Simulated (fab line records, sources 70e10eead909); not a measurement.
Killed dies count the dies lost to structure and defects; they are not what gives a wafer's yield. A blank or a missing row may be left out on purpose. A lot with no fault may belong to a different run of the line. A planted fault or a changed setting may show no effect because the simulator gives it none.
fab line records    flow nand_harc    part 2 of 2: steps 31 to 38 of 38
record lots=5  wafers=15  last_day=24
route steps=1159 shown P_ZERO_WELL@58 P_STI@69
lots that met no fault: taken from a fault-free run of the same line
start_h: the number of hours between the record's first day and the start of the first shown wafer of the lot    wait_h: hours since the lot's step before    " repeats the value in the row above    L1.1+2: a single row standing in for several wafers    - no value, or no start was given    * or withheld: withheld    < > ~ a bound
route shown NAME@n: a module of which the file shows steps, and the number in the route of the first    usual: mean and standard deviation over wafers with no fault    same: alike in all rows    chamber/n: place in a boat    sites: per-site readings    _std_site: standard deviation of those values    _edge_site: outer sites' mean less inner sites'    radius_mm: how far each site lies from the wafer's centre    mask NAME#n: copy n    behind: the last tool/chamber to shape the wafer    hold: cause of the lot's hold/its duration in hours/its outcome    device: the transistor (n, p or np) that didn't switch    end of line: the route-end tests of the same wafers    where a step has no rows: the recipe by itself    killed: not the wafer's yield, but the dies lost to structure and defects at the first sort    map: dies across one wafer; x = killed, . = not, _ = none there
set.NAME: the setting that was run; set.NAME@STEP: the one run at that earlier step    model.NAME: the simulator's own value behind a step, which no gauge read
lots seen at some steps along the route; tables by step, rows by wafer
services: from which hour (start_h, from the record's first day; less than 0 if before it) a tool's chamber was out of use, for how many hours, and why
## steps
# step NHARC_P_STI_ETCH_42
# recipe target_depth_a=800  overetch_a=240  time_s=61  ion_energy_ev=200  n2_flow_sccm=150  h2_flow_sccm=150  ar_flow_sccm=0  rf_w=400  bias_w=150  chemistry=N2/H2
# usual drypump_motor_current_A=5.6/0.38  oes_product_au=1.008/0.01  rf_vpp_V=430.2/2.5  showerhead_plenum_p_Torr=2.03/0.081  throttle_valve_pct=14.172/0.0094
lot.wafer  tool         chamber  start_h  wait_h  drypump_motor_current_A  oes_product_au  rf_hours_counter_h  rf_vpp_V  showerhead_plenum_p_Torr  throttle_valve_pct
L074.4     rie_diel-10  0        37.14    0.1     5.2                      1.017           0.6                 426.7     1.93                      14.165
L074.3     "            1        "        "       5.5                      1.016           0.5                 426.7     1.97                      14.163
L074.5     "            3        "        "       6.0                      1.033           -                   431.6     2.07                      14.173
L078.1     rie_diel-10  0        62.57    0.1     5.2                      1.015           1.3                 427.8     1.93                      14.171
L078.6     "            3        "        "       5.9                      1.029           -                   431.9     2.07                      14.167
L078.5     "            0        "        "       5.2                      0.996           -                   427.9     1.93                      14.150
L093.4     rie_diel-10  0        150.32   0.1     5.2                      1.014           3.8                 426.8     1.92                      14.170
L093.1     "            1        "        "       5.5                      0.993           3.8                 428.1     1.97                      14.181
L093.2     "            2        "        "       5.3                      1.021           3.8                 434.9     2.18                      14.177
L095.4     rie_diel-10  1        158.61   0.1     5.5                      1.010           4.1                 427.9     1.96                      14.174
L095.1     "            2        "        "       5.3                      1.020           4.1                 436.9     2.18                      14.162
L095.2     "            0        "        "       5.3                      1.001           4.1                 427.1     1.92                      14.169
L096.3     rie_diel-07  3        167.46   0.1     6.3                      1.003           6.9                 426.0     1.91                      14.167
L096.5     "            3        "        "       6.3                      1.001           -                   426.8     1.91                      14.176
L096.6     "            0        "        "       5.7                      1.014           -                   431.3     2.08                      14.182
# step NHARC_P_STI_ETCH_31
# recipe target_depth_a=1089  time_s=54.5  cf4_flow_sccm=100  chf3_flow_sccm=30  ar_flow_sccm=0  rf_w=500  bias_w=200  chemistry=CF4/CHF3
# usual drypump_motor_current_A=5.6/0.38  oes_product_au=0.966/0.018  rf_vpp_V=370.5/2.2  showerhead_plenum_p_Torr=1.57/0.059  throttle_valve_pct=16.803/0.0092
lot.wafer  tool         chamber  start_h  wait_h  drypump_motor_current_A  oes_product_au  rf_hours_counter_h  rf_vpp_V  showerhead_plenum_p_Torr  throttle_valve_pct
L074.4     rie_diel-10  1        -        -       5.5                      0.973           0.5                 368.9     1.52                      16.805
L074.3     "            2        "        "       5.3                      0.966           0.5                 374.3     1.68                      16.803
L074.5     "            0        "        "       5.2                      0.965           -                   369.0     1.49                      16.788
L078.1     rie_diel-10  2        -        -       5.3                      0.970           1.2                 374.0     1.68                      16.807
L078.6     "            3        "        "       5.9                      0.988           -                   371.3     1.59                      16.796
L078.5     "            0        "        "       5.2                      0.956           -                   366.4     1.49                      16.799
L093.1     rie_diel-10  3        -        -       5.9                      0.986           3.2                 371.7     1.59                      16.822
L093.2     "            0        "        "       5.2                      0.976           3.8                 368.8     1.49                      16.803
L093.4     "            1        "        "       5.5                      0.966           3.8                 368.1     1.52                      16.796
L095.2     rie_diel-10  3        -        -       5.9                      0.941           3.5                 370.9     1.59                      16.800
L095.1     "            0        "        "       5.2                      0.930           4.1                 368.3     1.49                      16.793
L095.4     "            2        "        "       5.3                      0.938           4.1                 373.0     1.67                      16.801
L096.3     rie_diel-07  0        -        -       5.7                      0.963           6.9                 369.9     1.60                      16.797
L096.5     "            0        "        "       5.7                      0.962           -                   372.1     1.60                      16.804
L096.6     "            3        "        "       6.2                      0.945           -                   367.6     1.48                      16.791
# step NHARC_P_STI_ETCH_15
# recipe target_depth_a=3000  taper_deg=4  time_s=100.1  hbr_flow_sccm=150  cl2_flow_sccm=50  rf_w=400  icp_w=400  bias_w=100  chemistry=HBr/Cl2
# usual drypump_motor_current_A=6.0/0.38  mfc_cl2_sccm=49.99/0.15  oes_product_au=1.004/0.0094  throttle_valve_pct=26.406/0.0085
lot.wafer  tool       chamber  start_h  wait_h  drypump_motor_current_A  mfc_cl2_sccm  oes_product_au  rf_hours_counter_h  throttle_valve_pct
L074.4     rie_si-06  0        37.32    -       6.1                      50.11         1.009           0.2                 26.402
L074.3     "          1        "        "       5.4                      50.18         1.002           0.1                 26.403
L074.5     "          0        "        "       6.1                      50.13         1.002           -                   26.405
L078.1     rie_si-06  0        62.76    -       6.1                      49.97         1.013           0.5                 26.403
L078.6     "          0        "        "       6.1                      49.91         1.016           -                   26.408
L078.5     "          1        "        "       5.4                      50.01         1.007           -                   26.416
L093.1     rie_si-06  1        150.51   -       5.4                      49.80         0.989           1.1                 26.397
L093.4     "          2        "        "       6.1                      49.82         1.029           1.0                 26.405
L093.2     "          3        "        "       5.8                      49.84         1.011           1.1                 26.395
L095.2     rie_si-06  0        158.80   -       6.1                      50.03         1.003           1.3                 26.416
L095.1     "          1        "        "       5.5                      50.06         0.996           1.2                 26.396
L095.4     "          3        "        "       5.8                      50.07         1.005           1.2                 26.403
L096.3     rie_si-02  1        167.67   -       6.9                      49.87         0.994           0.8                 26.399
L096.5     "          0        "        "       6.1                      49.95         1.014           -                   26.398
L096.6     "          1        "        "       6.8                      49.83         1.002           -                   26.395
# step NHARC_P_STI_CD_MEAS_16
# usual cd_nm=201.2/2.8
lot.wafer  tool       chamber  start_h  wait_h  cd_nm
L074.3     cd_sem-01  -        37.49    -       201.6
L074.4     "          -        "        "       199.5
L074.5     "          -        "        "       203.8
L078.1     cd_sem-03  -        62.92    -       198.5
L078.5     "          -        "        "       203.4
L078.6     "          -        "        "       202.4
L093.1     cd_sem-03  -        150.67   -       199.3
L093.2     "          -        "        "       201.3
L093.4     "          -        "        "       203.3
L095.1     cd_sem-01  -        158.96   -       202.5
L095.2     "          -        "        "       203.3
L095.4     "          -        "        "       199.8
L096.3     cd_sem-01  -        167.83   -       201.8
L096.5     "          -        "        "       204.0
L096.6     "          -        "        "       200.4
# step NHARC_P_STI_OCD_MEAS_17
# usual trench_depth_nm=303/4  trench_foot_cd_nm=159.2/2.7
lot.wafer  tool    chamber  start_h  wait_h  trench_depth_nm  trench_foot_cd_nm
L074.3     ocd-01  -        37.57    0.1     301              161.5
L074.4     "       -        "        "       305              158.1
L074.5     "       -        "        "       302              163.3
L078.1     ocd-01  -        63.01    0.1     303              156.0
L078.5     "       -        "        "       302              161.7
L078.6     "       -        "        "       304              158.7
L093.1     ocd-02  -        150.77   0.1     299              158.3
L093.2     "       -        "        "       304              159.3
L093.4     "       -        "        "       310              161.5
L095.1     ocd-02  -        159.05   0.1     296              161.7
L095.2     "       -        "        "       301              161.0
L095.4     "       -        "        "       303              158.3
L096.3     ocd-02  -        167.91   0.1     297              159.3
L096.5     "       -        "        "       307              160.2
L096.6     "       -        "        "       301              157.5
# step NHARC_P_STI_STRIP_19
# recipe time_s=900  temp_c=130  chemistry=SPM
lot.wafer   tool          chamber  start_h  wait_h
L074.4+5+3  wet_bench-06  7,0,1    37.64    0.1
L078.5+1+6  wet_bench-06  2,3,5    63.06    0.0
L093.1+2+4  wet_bench-05  0,2,4    150.83   0.1
L095.1+2+4  wet_bench-06  0,4,5    159.11   0.1
L096.3+6+5  wet_bench-05  5,6,7    167.98   0.1
# step NHARC_P_STI_PRECLEAN_32
# recipe time_s=*  temp_c=50  bath_age_min=0  chemistry=SC1
# usual diw_flow_mL_min=1415/4.5
lot.wafer  tool          chamber  start_h  wait_h  diw_flow_mL_min
L074.4     wet_bench-06  7        -        -       1415
L074.5     "             0        "        "       1422
L074.3     "             1        "        "       1417
L078.5     wet_bench-06  2        -        -       1410
L078.1     "             3        "        "       1423
L078.6     "             5        "        "       1413
L093.1     wet_bench-05  0        -        -       1420
L093.2     "             2        "        "       1415
L093.4     "             4        "        "       1408
L095.1     wet_bench-06  0        -        -       1424
L095.2     "             4        "        "       1413
L095.4     "             5        "        "       1420
L096.3     wet_bench-05  5        -        -       1423
L096.6     "             6        "        "       1417
L096.5     "             7        "        "       1425
# step NHARC_P_STI_SRD_23
lot.wafer   tool          chamber  start_h  wait_h
L074.4+5+3  wet_bench-06  7,0,1    -        -
L078.5+1+6  wet_bench-06  2,3,5    -        -
L093.1+2+4  wet_bench-05  0,2,4    -        -
L095.1+2+4  wet_bench-06  0,4,5    -        -
L096.3+6+5  wet_bench-05  5,6,7    -        -
## services
tool            chamber  start_h  hours  kind
rie_diel-01     3        -1.05    9.5    repair
rie_diel-10     -        -0.50    9.0    pm
rie_diel-01     -        1.39     0.8    repair
rie_diel-07     0        2.99     5.7    repair
rie_si-06       -        6.00     9.0    pm
rie_diel-01     0        12.86    8.0    repair
litho_track-07  -        14.00    7.0    pm
wet_bench-05    -        20.80    8.0    pm
litho_track-03  -        38.00    7.0    pm
krf_scanner-01  -        43.54    0.9    repair
rie_diel-07     -        51.20    9.0    pm
litho_track-05  -        62.00    7.0    pm
rie_si-06       -        63.24    0.3    repair
krf_scanner-01  -        84.00    4.0    pm
wet_bench-07    -        96.00    8.0    pm
rie_diel-10     2        107.46   4.0    repair
rie_diel-10     3        111.97   11.0   repair
wet_bench-09    -        112.80   8.0    pm
rie_diel-07     0        122.63   2.6    repair
wet_bench-06    -        129.60   8.0    pm
wet_bench-03    -        146.40   8.0    pm
rie_diel-07     1        161.81   8.7    repair
wet_bench-04    -        163.20   8.0    pm
litho_track-02  -        165.00   7.0    pm
